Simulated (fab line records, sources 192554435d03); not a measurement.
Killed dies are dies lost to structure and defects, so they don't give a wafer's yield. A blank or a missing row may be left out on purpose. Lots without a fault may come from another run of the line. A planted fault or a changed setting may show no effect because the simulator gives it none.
fab line records | flow n5_finfet
record lots=24 wafers=72 last_day=18
route steps=1938 shown BEOL_M6@1214 BEOL_M7@1264
lots that met no fault: from a run of the same line without faults
start_h: hours from the record's first day to the start of the lot's first wafer shown | wait_h: hours since the lot's step before | " the same as in the row above | L1.1+2: a row that stands for several wafers | - no value, or no start given | * or withheld: withheld | < > ~ a bound
route shown NAME@n: a module of which the file shows steps, and the number in the route of the first | usual: mean/standard deviation of fault-free wafers | same: alike in all rows | chamber/n: place in a boat | sites: the reading at each site | _std_site: their standard deviation | _edge_site: outer sites' mean less inner sites' | radius_mm: how far each site lies from the wafer's centre | mask NAME#n: copy n | behind: the tool/chamber that last shaped the wafer | hold: why the lot was held/for how many hours/how that ended | device: the transistor (n, p or np) that didn't switch | end of line: the same wafers' tests at the end of the route | a step without rows: its recipe alone | killed: dies lost to structure and defects at the first sort, not the wafer's yield | map: a wafer's dies, x killed, . not, _ none there
set.NAME: the setting as run; set.NAME@STEP: as run at that earlier step | model.NAME: the simulator's own value behind a step, which no gauge read
steps of the route over a sample of lots; a table a step, a row a wafer
services: from which hour (start_h, from the record's first day; less than 0 if before it) a tool's chamber was out of use, for how many hours, and why
## steps
# step N5_BEOL_M6_STRIP_67
# recipe chemistry=CF4 resist=SiARC power_w=300 bias_power_w=75 pressure_mtorr=50 cf4_flow_sccm=150 rf_frequency_hz=6e+07
# usual bias_power_w=74.99/0.24 drypump_motor_current_A=5.6/0.7 oes_product_au=0.82/0.068 rf_vpp_V=270.7/1.6 showerhead_plenum_p_Torr=1.77/0.056 throttle_valve_pct=13.56/0.22
# columns lot.wafer tool chamber start_h wait_h bias_power_w drypump_motor_current_A oes_product_au rf_hours_counter_h rf_vpp_V showerhead_plenum_p_Torr throttle_valve_pct
L074.2 rie_diel-06 1 179.49 0.0 74.60 4.8 0.81 95 270.2 1.74 13.56
L074.3 " 0 " " 75.07 5.2 0.84 62 269.8 1.76 13.54
L074.4 " 3 " " 75.04 6.7 0.95 12 270.6 1.76 13.46
L075.1 rie_diel-03 0 188.20 0.0 74.68 5.0 0.88 42 272.6 1.82 13.60
L075.3 " 3 " " 74.55 6.6 0.89 24 273.5 1.89 13.21
L075.5 " 3 " " 75.03 6.5 0.89 - 273.9 1.89 13.22
L076.1 rie_diel-03 1 191.69 0.0 75.28 6.5 0.69 233 267.3 1.70 13.89
L076.2 " 0 " " 75.45 5.0 0.88 43 272.5 1.82 13.61
L076.5 " 1 " " 75.06 6.6 0.67 - 269.4 1.70 13.89
L077.1 rie_diel-03 3 204.05 0.0 74.96 6.5 0.88 30 272.5 1.89 13.23
L077.2 " 2 " " 75.06 4.8 0.88 40 270.5 1.76 13.20
L077.3 " 0 " " 75.06 5.1 0.88 48 271.5 1.82 13.64
L078.3 rie_diel-06 2 204.99 0.0 75.06 5.4 0.71 232 270.0 1.70 13.88
L078.5 " 0 " " 75.35 5.2 0.84 - 269.0 1.76 13.57
L078.6 " 1 " " 74.78 4.9 0.81 - 268.7 1.74 13.59
L080.2 rie_diel-03 2 218.35 0.0 74.76 4.8 0.87 45 271.2 1.76 13.19
L080.4 " 1 " " 74.87 6.6 0.68 241 269.3 1.70 13.91
L080.5 " 1 " " 74.77 6.6 0.67 - 271.2 1.70 13.91
L079.1 rie_diel-03 3 219.82 0.0 75.01 6.5 0.86 36 272.0 1.88 13.23
L079.4 " 1 " " 74.63 6.6 0.68 242 268.9 1.70 13.91
L079.6 " 1 " " 74.97 6.6 0.68 - 269.0 1.70 13.89
L081.1 rie_diel-06 0 225.81 0.0 75.06 5.2 0.82 78 271.7 1.76 13.56
L081.2 " 3 " " 74.96 6.7 0.93 27 268.6 1.76 13.51
L081.3 " 2 " " 75.09 5.3 0.70 239 269.1 1.70 13.88
L082.1 rie_diel-06 1 233.63 0.0 74.89 4.8 0.79 112 270.4 1.74 13.61
L082.3 " 0 " " 74.94 5.2 0.83 80 271.2 1.76 13.59
L082.6 " 2 " " 75.36 5.3 0.71 - 268.4 1.70 13.91
L083.2 rie_diel-04 0 234.09 0.0 74.51 5.5 0.74 153 270.8 1.73 13.65
L083.5 " 0 " " 74.53 5.5 0.74 - 269.9 1.73 13.65
L083.6 " 3 " " 75.14 5.7 0.83 - 268.3 1.75 13.74
L084.3 rie_diel-03 0 252.33 0.0 74.68 5.0 0.84 66 273.1 1.82 13.66
L084.5 " 0 " " 74.73 5.0 0.85 - 273.4 1.82 13.67
L084.6 " 2 " " 75.15 4.8 0.86 - 270.2 1.76 13.24
L086.1 rie_diel-03 0 254.09 0.0 74.82 5.0 0.84 66 270.7 1.82 13.67
L086.3 " 3 " " 74.92 6.5 0.85 49 274.3 1.88 13.26
L086.4 " 0 " " 75.13 5.0 0.85 - 272.5 1.82 13.66
L087.2 rie_diel-04 3 256.10 0.0 74.92 5.6 0.82 94 269.9 1.75 13.78
L087.3 " 1 " " 75.44 6.1 0.82 79 268.4 1.75 13.42
L087.4 " 1 " " 75.27 6.1 0.82 - 270.6 1.75 13.42
L085.1 rie_diel-03 2 257.96 0.0 75.22 4.8 0.85 61 270.7 1.76 13.25
L085.2 " 3 " " 74.51 6.5 0.84 51 272.2 1.88 13.26
L085.5 " 2 " " 74.83 4.8 0.85 - 269.8 1.76 13.24
L088.2 rie_diel-06 3 264.73 0.0 75.02 6.7 0.90 38 270.9 1.76 13.52
L088.5 " 3 " " 74.48 6.7 0.90 - 270.4 1.76 13.49
L088.6 " 0 " " 74.99 5.2 0.81 - 271.5 1.76 13.61
L089.2 rie_diel-06 3 282.87 0.0 75.13 6.7 0.89 47 269.7 1.75 13.54
L089.3 " 0 " " 74.81 5.1 0.80 98 268.6 1.75 13.63
L089.6 " 3 " " 74.82 6.7 0.89 - 271.0 1.75 13.53
L091.2 rie_diel-04 0 286.21 0.0 75.24 5.5 0.72 175 270.4 1.73 13.71
L091.4 " 3 " " 74.75 5.6 0.80 - 270.0 1.75 13.80
L091.5 " 2 " " 74.97 5.8 0.94 - 272.1 1.77 13.38
L090.1 rie_diel-06 0 287.36 0.0 74.93 5.2 0.81 100 270.3 1.75 13.62
L090.2 " 3 " " 74.91 6.7 0.88 49 269.9 1.75 13.54
L090.3 " 1 " " 75.16 4.8 0.78 130 269.6 1.73 13.65
L092.1 rie_diel-04 2 301.10 0.0 75.12 5.8 0.91 13 270.3 1.77 13.40
L092.4 " 3 " " 75.13 5.7 0.80 111 271.6 1.75 13.81
L092.6 " 3 " " 75.05 5.7 0.79 - 268.5 1.75 13.81
L095.2 rie_diel-06 2 311.08 0.0 74.85 5.4 0.93 5 274.2 1.91 13.35
L095.3 " 3 " " 75.09 6.7 0.87 58 271.1 1.75 13.57
L095.5 " 0 " " 75.66 5.1 0.79 - 269.5 1.75 13.66
L093.1 rie_diel-04 2 314.26 0.0 74.98 5.8 0.90 17 271.2 1.77 13.39
L093.3 " 3 " " 75.03 5.6 0.79 116 269.5 1.74 13.82
L093.5 " 0 " " 74.97 5.5 0.72 - 269.5 1.72 13.74
L094.1 rie_diel-06 0 317.15 0.0 75.00 5.2 0.80 111 270.1 1.75 13.66
L094.2 " 3 " " 75.03 6.7 0.87 60 272.3 1.75 13.58
L094.5 " 3 " " 74.86 6.7 0.87 - 271.4 1.75 13.57
L097.2 rie_diel-03 1 317.32 0.0 75.06 6.6 0.93 15 273.1 1.90 13.39
L097.3 " 2 " " 75.01 4.8 0.82 82 270.0 1.75 13.27
L097.6 " 3 " " 75.17 6.5 0.82 - 272.4 1.87 13.32
L096.2 rie_diel-03 2 322.43 0.0 74.81 4.8 0.82 84 270.1 1.75 13.27
L096.4 " 0 " " 75.20 5.0 0.82 91 270.3 1.81 13.75
L096.6 " 0 " " 74.83 5.0 0.81 - 270.9 1.81 13.72
# step N5_BEOL_M6_ANNEAL_51
# recipe temp_c=225 time_s=90 ambient=N2
# usual wafer_temp_C_max=225.72/0.23
# columns lot.wafer tool chamber start_h wait_h wafer_temp_C_max
L074.2 rtp_anneal-01 0 183.98 0.3 226.22
L074.3 " 0 " " 225.90
L074.4 " 0 " " 226.06
L075.1 rtp_anneal-01 0 193.43 0.8 225.78
L075.3 " 0 " " 226.17
L075.5 " 0 " " 226.00
L076.1 rtp_anneal-01 0 195.89 0.2 225.51
L076.2 " 0 " " 225.48
L076.5 " 0 " " 225.35
L077.1 rtp_anneal-01 0 208.26 0.1 225.47
L077.2 " 0 " " 225.43
L077.3 " 0 " " 225.68
L078.3 rtp_anneal-02 0 209.60 0.6 225.67
L078.5 " 0 " " 225.65
L078.6 " 0 " " 225.70
L080.2 rtp_anneal-02 0 222.62 0.1 225.37
L080.4 " 0 " " 225.44
L080.5 " 0 " " 225.97
L079.1 rtp_anneal-02 0 224.42 0.1 225.79
L079.4 " 0 " " 225.80
L079.6 " 0 " " 225.85
L081.1 rtp_anneal-01 0 229.79 0.2 225.79
L081.2 " 0 " " 225.73
L081.3 " 0 " " 225.57
L082.1 rtp_anneal-01 0 238.39 0.4 225.65
L082.3 " 0 " " 225.67
L082.6 " 0 " " 225.95
L083.2 rtp_anneal-02 0 238.49 0.2 225.38
L083.5 " 0 " " 225.82
L083.6 " 0 " " 225.42
L084.3 rtp_anneal-01 0 259.37 0.1 225.65
L084.5 " 0 " " 225.33
L084.6 " 0 " " 225.90
L086.1 rtp_anneal-02 0 260.50 0.2 225.89
L086.3 " 0 " " 225.90
L086.4 " 0 " " 225.84
L087.2 rtp_anneal-01 0 261.34 0.3 225.61
L087.3 " 0 " " 225.56
L087.4 " 0 " " 225.61
L085.1 rtp_anneal-02 0 264.30 0.2 225.59
L085.2 " 0 " " 225.47
L085.5 " 0 " " 225.59
L088.2 rtp_anneal-01 0 270.47 0.1 225.54
L088.5 " 0 " " 225.68
L088.6 " 0 " " 225.61
L089.2 rtp_anneal-01 0 287.29 0.2 225.43
L089.3 " 0 " " 225.91
L089.6 " 0 " " 225.76
L091.2 rtp_anneal-01 0 290.73 0.2 225.51
L091.4 " 0 " " 225.32
L091.5 " 0 " " 225.62
L090.1 rtp_anneal-01 0 291.09 0.1 225.79
L090.2 " 0 " " 225.41
L090.3 " 0 " " 225.57
L092.1 rtp_anneal-01 0 304.29 0.1 225.53
L092.4 " 0 " " 225.89
L092.6 " 0 " " 225.93
L095.2 rtp_anneal-01 0 314.55 0.1 225.57
L095.3 " 0 " " 225.38
L095.5 " 0 " " 225.58
L093.1 rtp_anneal-02 0 318.13 0.4 226.27
L093.3 " 0 " " 225.73
L093.5 " 0 " " 225.76
L094.1 rtp_anneal-02 0 323.47 0.4 225.80
L094.2 " 0 " " 225.97
L094.5 " 0 " " 225.77
L097.2 rtp_anneal-02 0 324.05 0.4 225.94
L097.3 " 0 " " 225.94
L097.6 " 0 " " 226.22
L096.2 rtp_anneal-02 0 329.02 0.1 225.96
L096.4 " 0 " " 226.04
L096.6 " 0 " " 225.98
# step N5_BEOL_M7_CURE_74
# recipe temp_c=385 time_s=240 ambient=He/Ar material=SiCOH_lowk
# usual lamp_power_pct=52.31/0.05 wafer_temp_C_max=386.6/0.6
# columns lot.wafer tool chamber start_h wait_h lamp_power_pct wafer_temp_C_max
L074.2 uv_cure-02 1 184.86 0.1 52.33 385.9
L074.3 " 1 " " 52.31 386.2
L074.4 " 1 " " 52.30 386.3
L075.1 uv_cure-02 0 194.28 0.0 52.36 387.2
L075.3 " 0 " " 52.28 387.0
L075.5 " 0 " " 52.32 386.6
L076.1 uv_cure-02 1 196.76 0.0 52.29 385.8
L076.2 " 1 " " 52.27 386.2
L076.5 " 1 " " 52.34 386.0
L077.1 uv_cure-02 1 209.11 0.0 52.25 386.4
L077.2 " 1 " " 52.26 386.3
L077.3 " 1 " " 52.37 386.6
L078.3 uv_cure-02 1 210.75 0.2 52.25 386.0
L078.5 " 1 " " 52.34 386.3
L078.6 " 1 " " 52.26 386.0
L080.2 uv_cure-03 1 223.50 0.1 52.36 387.0
L080.4 " 1 " " 52.27 387.3
L080.5 " 1 " " 52.27 386.9
L079.1 uv_cure-01 1 225.40 0.0 52.38 386.2
L079.4 " 1 " " 52.34 386.2
L079.6 " 1 " " 52.39 385.9
L081.1 uv_cure-01 1 230.66 0.0 52.31 386.4
L081.2 " 1 " " 52.32 386.2
L081.3 " 1 " " 52.38 386.1
L082.1 uv_cure-02 1 239.65 0.4 52.34 386.2
L082.3 " 1 " " 52.32 386.2
L082.6 " 1 " " 52.35 386.6
L083.2 uv_cure-01 2 240.12 0.9 52.29 388.3
L083.5 " 2 " " 52.33 387.0
L083.6 " 2 " " 52.31 387.7
L084.3 uv_cure-02 1 260.49 0.4 52.30 386.7
L084.5 " 1 " " 52.29 386.6
L084.6 " 1 " " 52.31 386.1
L086.1 uv_cure-03 0 261.42 0.1 52.33 387.7
L086.3 " 0 " " 52.33 387.5
L086.4 " 0 " " 52.34 387.8
L087.2 uv_cure-01 1 262.32 0.2 52.25 386.0
L087.3 " 1 " " 52.37 386.5
L087.4 " 1 " " 52.29 385.7
L085.1 uv_cure-01 0 265.18 0.1 52.42 387.3
L085.2 " 0 " " 52.34 387.2
L085.5 " 0 " " 52.23 387.9
L088.2 uv_cure-02 1 271.44 0.2 52.20 386.2
L088.5 " 1 " " 52.27 386.0
L088.6 " 1 " " 52.31 386.4
L089.2 uv_cure-01 2 288.37 0.3 52.32 387.4
L089.3 " 2 " " 52.39 387.2
L089.6 " 2 " " 52.37 387.0
L091.2 uv_cure-01 1 291.67 0.1 52.30 385.5
L091.4 " 1 " " 52.32 386.0
L091.5 " 1 " " 52.32 385.9
L090.1 uv_cure-03 1 291.96 0.0 52.33 386.9
L090.2 " 1 " " 52.35 386.4
L090.3 " 1 " " 52.30 386.8
L092.1 uv_cure-02 1 305.27 0.0 52.33 386.4
L092.4 " 1 " " 52.43 386.5
L092.6 " 1 " " 52.29 386.5
L095.2 uv_cure-02 1 315.43 0.1 52.25 386.0
L095.3 " 1 " " 52.25 386.4
L095.5 " 1 " " 52.36 386.0
L093.1 uv_cure-02 2 318.99 0.0 52.30 386.4
L093.3 " 2 " " 52.34 386.8
L093.5 " 2 " " 52.33 386.7
L094.1 uv_cure-03 0 324.34 0.1 52.35 386.8
L094.2 " 0 " " 52.35 387.4
L094.5 " 0 " " 52.34 387.1
L097.2 uv_cure-03 1 324.96 0.1 52.35 386.9
L097.3 " 1 " " 52.23 387.7
L097.6 " 1 " " 52.26 386.9
L096.2 uv_cure-02 2 329.93 0.1 52.28 386.4
L096.4 " 2 " " 52.34 386.9
L096.6 " 2 " " 52.31 386.7
# step N5_BEOL_M7_OVL_MEAS_12
# recipe points_per_wafer=44
# usual M7_OVL=0.0/0.76
# columns lot.wafer tool chamber start_h wait_h M7_OVL[nm]
L074.2 overlay-01 0 187.00 0.0 -0.4
L074.3 " 0 " " -0.5
L074.4 " 0 " " 0.7
L075.1 overlay-01 0 195.48 0.0 0.8
L075.3 " 0 " " 0.2
L075.5 " 0 " " 0.3
L076.1 overlay-01 0 199.30 0.0 -0.7
L076.2 " 0 " " -0.6
L076.5 " 0 " " -0.8
L077.1 overlay-02 0 210.66 0.0 0.5
L077.2 " 0 " " 0.6
L077.3 " 0 " " -0.5
L078.3 overlay-01 0 212.52 0.0 0.6
L078.5 " 0 " " 0.3
L078.6 " 0 " " 1.4
L080.2 overlay-01 0 225.46 0.0 -0.1
L080.4 " 0 " " 0.1
L080.5 " 0 " " -0.1
L079.1 overlay-02 0 228.31 0.0 -0.6
L079.4 " 0 " " 0.1
L079.6 " 0 " " 0.1
L081.1 overlay-01 0 232.46 0.0 -0.5
L081.2 " 0 " " -0.9
L081.3 " 0 " " -0.6
L082.1 overlay-01 0 241.09 0.0 -0.5
L082.3 " 0 " " 0.1
L082.6 " 0 " " -1.0
L083.2 overlay-02 0 241.87 0.0 -0.1
L083.5 " 0 " " 0.5
L083.6 " 0 " " 1.1
L084.3 overlay-01 0 264.18 0.0 -2.3
L084.5 " 0 " " -0.6
L084.6 " 0 " " -2.0
L086.1 overlay-01 0 264.38 0.0 1.3
L086.3 " 0 " " 0.6
L086.4 " 0 " " -0.4
L087.2 overlay-01 0 264.62 0.0 0.9
L087.3 " 0 " " 1.6
L087.4 " 0 " " 1.0
L085.1 overlay-01 0 268.25 0.0 0.2
L085.2 " 0 " " 0.9
L085.5 " 0 " " -0.1
L088.2 overlay-02 0 272.88 0.0 -0.2
L088.5 " 0 " " 0.0
L088.6 " 0 " " -0.1
L089.2 overlay-02 0 291.04 0.0 -0.1
L089.3 " 0 " " 1.2
L089.6 " 0 " " 0.5
L091.2 overlay-01 0 294.06 0.0 0.1
L091.4 " 0 " " 0.3
L091.5 " 0 " " 0.5
L090.1 overlay-01 0 294.22 0.0 0.7
L090.2 " 0 " " 0.6
L090.3 " 0 " " 0.1
L092.1 overlay-02 0 308.23 0.0 -1.9
L092.4 " 0 " " -0.9
L092.6 " 0 " " 0.2
L095.2 overlay-02 0 317.04 0.0 -0.1
L095.3 " 0 " " -0.9
L095.5 " 0 " " 1.4
L093.1 overlay-02 0 322.48 0.0 0.9
L093.3 " 0 " " 0.7
L093.5 " 0 " " 0.6
L094.1 overlay-02 0 325.74 0.0 -0.1
L094.2 " 0 " " 0.4
L094.5 " 0 " " 0.3
L097.2 overlay-01 0 326.14 0.0 -1.0
L097.3 " 0 " " -0.6
L097.6 " 0 " " 0.0
L096.2 overlay-01 0 332.26 0.0 -0.5
L096.4 " 0 " " -1.3
L096.6 " 0 " " -0.6
# step N5_BEOL_M7_STRIP_67
# recipe chemistry=CF4 resist=SiARC power_w=300 bias_power_w=75 pressure_mtorr=50 cf4_flow_sccm=150 rf_frequency_hz=6e+07
# usual bias_power_w=75.00/0.2 drypump_motor_current_A=5.7/0.41 oes_product_au=0.74/0.069 rf_vpp_V=271.1/1.7 showerhead_plenum_p_Torr=1.79/0.059 throttle_valve_pct=13.68/0.19
# columns lot.wafer tool chamber start_h wait_h bias_power_w drypump_motor_current_A oes_product_au rf_hours_counter_h rf_vpp_V showerhead_plenum_p_Torr throttle_valve_pct
L074.2 rie_diel-02 1 187.30 0.0 75.10 6.2 0.73 192 272.0 1.86 13.69
L074.3 " 3 " " 74.94 5.9 0.70 202 269.8 1.71 13.71
L074.4 " 1 " " 74.93 6.2 0.73 - 271.3 1.86 13.68
L075.1 rie_diel-02 3 195.81 0.0 74.99 5.9 0.70 204 268.4 1.71 13.71
L075.3 " 0 " " 74.69 5.7 0.73 169 272.2 1.80 13.59
L075.5 " 3 " " 74.93 5.9 0.70 - 269.1 1.71 13.72
L076.1 rie_diel-01 2 199.60 0.0 74.96 5.9 0.73 191 272.3 1.85 13.82
L076.2 " 0 " " 75.21 6.0 0.78 155 269.9 1.73 13.82
L076.5 " 1 " " 74.95 6.5 0.89 - 272.7 1.83 13.42
L077.1 rie_diel-05 1 210.95 0.0 74.87 5.7 0.72 183 268.2 1.71 13.94
L077.2 " 2 " " 75.08 5.6 0.72 222 273.4 1.83 13.65
L077.3 " 0 " " 75.10 5.9 0.83 83 270.6 1.88 13.55
L078.3 rie_diel-05 3 212.81 0.0 75.10 5.6 0.70 228 273.0 1.83 13.63
L078.5 " 2 " " 75.18 5.6 0.72 - 272.6 1.83 13.67
L078.6 " 1 " " 74.81 5.7 0.72 - 269.8 1.71 13.94
L080.2 rie_diel-02 3 225.83 0.0 74.64 5.9 0.70 214 270.9 1.71 13.74
L080.4 " 2 " " 75.16 5.0 0.73 200 271.8 1.78 13.56
L080.5 " 3 " " 75.04 5.9 0.70 - 269.6 1.71 13.74
L079.1 rie_diel-02 1 228.60 0.0 74.55 6.2 0.71 204 273.3 1.85 13.71
L079.4 " 2 " " 75.02 4.9 0.72 200 272.1 1.78 13.57
L079.6 " 1 " " 74.92 6.1 0.71 - 271.4 1.85 13.72
L081.1 rie_diel-01 0 232.76 0.0 75.46 6.0 0.76 165 269.6 1.73 13.85
L081.2 " 2 " " 75.19 5.9 0.72 201 272.1 1.85 13.86
L081.3 " 1 " " 75.05 6.5 0.86 58 271.0 1.82 13.44
L082.1 rie_diel-01 0 241.38 0.0 75.27 6.0 0.77 167 270.5 1.73 13.82
L082.3 " 3 " " 74.88 5.0 0.70 213 269.9 1.72 13.68
L082.6 " 1 " " 75.07 6.5 0.86 - 271.2 1.82 13.44
L083.2 rie_diel-02 1 242.17 0.0 75.08 6.2 0.71 208 271.0 1.85 13.72
L083.5 " 0 " " 74.90 5.7 0.71 - 270.8 1.80 13.63
L083.6 " 3 " " 75.04 5.9 0.69 - 267.1 1.71 13.77
L084.3 rie_diel-05 1 264.48 0.0 74.87 5.7 0.71 198 268.2 1.71 13.99
L084.5 " 3 " " 74.70 5.6 0.69 - 272.1 1.82 13.69
L084.6 " 0 " " 75.28 5.8 0.81 - 273.9 1.87 13.60
L086.1 rie_diel-05 3 264.73 0.0 74.89 5.6 0.70 242 272.6 1.82 13.68
L086.3 " 2 " " 75.02 5.6 0.71 236 270.6 1.83 13.71
L086.4 " 0 " " 74.86 5.9 0.81 98 271.2 1.87 13.61
L087.2 rie_diel-01 3 265.11 0.0 75.26 5.0 0.70 219 268.7 1.71 13.70
L087.3 " 0 " " 75.09 6.0 0.77 173 269.4 1.72 13.83
L087.4 " 1 " " 74.91 6.5 0.85 66 271.6 1.82 13.47
L085.1 rie_diel-02 3 268.91 0.0 75.05 5.9 0.69 226 269.1 1.70 13.77
L085.2 " 0 " " 74.81 5.7 0.71 190 270.5 1.80 13.66
L085.5 " 3 " " 74.89 5.9 0.69 - 270.1 1.70 13.76
L088.2 rie_diel-05 0 273.68 0.0 74.92 5.8 0.81 101 273.2 1.87 13.60
L088.5 " 1 " " 75.03 5.7 0.70 - 271.0 1.71 14.01
L088.6 " 0 " " 75.06 5.9 0.81 - 274.9 1.87 13.60
L089.2 rie_diel-02 0 291.34 0.0 75.44 5.8 0.71 197 272.2 1.80 13.68
L089.3 " 3 " " 74.94 5.9 0.68 233 269.0 1.70 13.77
L089.6 " 1 " " 75.13 6.2 0.70 - 273.4 1.85 13.76
L091.2 rie_diel-02 2 294.36 0.0 75.03 4.9 0.71 220 270.6 1.77 13.62
L091.4 " 1 " " 75.23 6.2 0.70 222 272.4 1.85 13.75
L091.5 " 1 " " 75.00 6.2 0.70 - 270.4 1.85 13.75
L090.1 rie_diel-05 0 294.52 0.0 74.53 5.9 0.80 107 273.9 1.87 13.62
L090.2 " 1 " " 74.62 5.7 0.71 206 269.8 1.70 13.99
L090.3 " 2 " " 74.84 5.6 0.70 245 270.0 1.83 13.73
L092.1 rie_diel-05 1 308.53 0.0 75.51 5.7 0.70 210 270.5 1.70 14.01
L092.4 " 2 " " 74.96 5.6 0.70 248 272.5 1.83 13.73
L092.6 " 3 " " 74.75 5.6 0.97 - 271.6 1.82 13.12
L095.2 rie_diel-05 3 317.33 0.0 74.84 5.6 0.94 4 273.0 1.82 13.12
L095.3 " 0 " " 74.70 5.8 0.80 114 272.1 1.87 13.63
L095.5 " 0 " " 75.25 5.9 0.79 - 274.1 1.87 13.62
L093.1 rie_diel-01 0 322.87 0.0 75.14 6.0 0.75 192 269.1 1.72 13.88
L093.3 " 3 " " 74.98 5.0 0.69 236 269.6 1.71 13.74
L093.5 " 3 " " 74.63 5.0 0.68 - 268.0 1.71 13.73
L094.1 rie_diel-01 0 326.03 0.0 75.18 6.0 0.74 193 268.1 1.72 13.90
L094.2 " 3 " " 75.14 5.0 0.68 237 268.7 1.71 13.74
L094.5 " 2 " " 74.82 5.9 0.70 - 273.3 1.84 13.93
L097.2 rie_diel-02 1 326.46 0.0 74.95 6.2 0.70 231 273.2 1.85 13.77
L097.3 " 0 " " 75.00 5.7 0.70 206 270.7 1.79 13.69
L097.6 " 2 " " 74.77 4.9 0.71 - 270.2 1.77 13.62
L096.2 rie_diel-05 0 332.55 0.0 74.54 5.8 0.79 120 273.8 1.86 13.63
L096.4 " 1 " " 75.16 5.7 0.70 219 269.7 1.70 14.02
L096.6 " 2 " " 74.91 5.7 0.96 - 271.4 1.83 13.17
# step N5_BEOL_M7_OVL_MEAS_29
# recipe points_per_wafer=522
# usual V6_OVL=0.0/0.62
# columns lot.wafer tool chamber start_h wait_h V6_OVL[nm]
L074.2 overlay-02 0 189.78 0.0 0.4
L074.3 " 0 " " 0.5
L074.4 " 0 " " 0.4
L075.1 overlay-02 0 198.72 0.0 -0.4
L075.3 " 0 " " -0.2
L075.5 " 0 " " -0.1
L076.1 overlay-02 0 200.74 0.0 -0.8
L076.2 " 0 " " 0.2
L076.5 " 0 " " -0.4
L077.1 overlay-02 0 214.94 0.0 1.4
L077.2 " 0 " " -0.4
L077.3 " 0 " " 0.2
L078.3 overlay-01 0 215.12 0.0 0.3
L078.5 " 0 " " -0.7
L078.6 " 0 " " 0.3
L080.2 overlay-01 0 227.25 0.0 -0.6
L080.4 " 0 " " 0.0
L080.5 " 0 " " 0.1
L079.1 overlay-02 0 229.38 0.0 0.3
L079.4 " 0 " " 0.2
L079.6 " 0 " " 0.0
L081.1 overlay-01 0 235.30 0.0 -0.3
L081.2 " 0 " " 0.0
L081.3 " 0 " " -0.5
L083.2 overlay-01 0 244.78 0.0 -0.3
L083.5 " 0 " " -0.8
L083.6 " 0 " " -1.0
L082.1 overlay-01 0 244.82 0.0 0.7
L082.3 " 0 " " 0.1
L082.6 " 0 " " -0.1
L084.3 overlay-01 0 265.25 0.0 -0.5
L084.5 " 0 " " -0.5
L084.6 " 0 " " 0.0
L086.1 overlay-01 0 267.98 0.0 0.1
L086.3 " 0 " " 0.4
L086.4 " 0 " " 0.0
L087.2 overlay-02 0 268.03 0.0 -1.3
L087.3 " 0 " " -0.3
L087.4 " 0 " " -0.1
L085.1 overlay-01 0 271.47 0.0 0.4
L085.2 " 0 " " -0.4
L085.5 " 0 " " 0.3
L088.2 overlay-02 0 274.59 0.0 -0.6
L088.5 " 0 " " 0.1
L088.6 " 0 " " -0.1
L089.2 overlay-02 0 292.72 0.0 -0.1
L089.3 " 0 " " 1.0
L089.6 " 0 " " 0.6
L091.2 overlay-01 0 296.24 0.0 0.8
L091.4 " 0 " " -0.6
L091.5 " 0 " " -1.0
L090.1 overlay-02 0 296.40 0.0 -0.6
L090.2 " 0 " " 0.0
L090.3 " 0 " " -0.4
L092.1 overlay-01 0 312.74 0.0 0.1
L092.4 " 0 " " 0.0
L092.6 " 0 " " 0.2
L095.2 overlay-02 0 321.35 0.0 -0.9
L095.3 " 0 " " 0.2
L095.5 " 0 " " 0.0
L093.1 overlay-02 0 324.07 0.0 0.9
L093.3 " 0 " " 0.1
L093.5 " 0 " " 0.7
L094.1 overlay-01 0 328.61 0.0 -1.1
L094.2 " 0 " " -0.4
L094.5 " 0 " " 0.1
L097.2 overlay-02 0 328.71 0.0 -0.4
L097.3 " 0 " " 0.6
L097.6 " 0 " " -0.4
L096.2 overlay-01 0 335.10 0.0 0.6
L096.4 " 0 " " 1.3
L096.6 " 0 " " 1.4
## services
# columns tool chamber start_h hours kind
uv_cure-03 - 161.20 2.8 pm
rie_diel-02 1 163.00 10.2 repair
uv_cure-01 - 165.90 2.1 pm
uv_cure-01 - 176.41 1.2 repair
rie_diel-05 1 177.64 1.4 repair
rie_diel-01 0 181.02 4.1 repair
rtp_anneal-02 - 226.70 4.6 pm
uv_cure-03 - 238.00 2.1 pm
rie_diel-03 1 241.09 - clean
rie_diel-03 1 241.09 - consumable_replace:focus_ring
rie_diel-03 1 241.09 - consumable_replace:showerhead
rie_diel-06 2 243.08 8.3 repair
uv_cure-02 - 257.76 1.6 repair
rie_diel-06 2 268.31 - clean
rie_diel-06 2 268.31 - consumable_replace:focus_ring
rie_diel-06 2 268.31 - consumable_replace:showerhead
uv_cure-03 - 279.94 5.0 repair
rie_diel-04 3 281.53 2.6 repair
rie_diel-05 3 291.67 - clean
rie_diel-05 3 291.67 - consumable_replace:focus_ring
uv_cure-03 - 302.61 6.0 pm
rie_diel-04 - 311.41 0.7 repair
rie_diel-05 2 312.84 - clean
rie_diel-05 2 312.84 - consumable_replace:focus_ring
## key
fault none
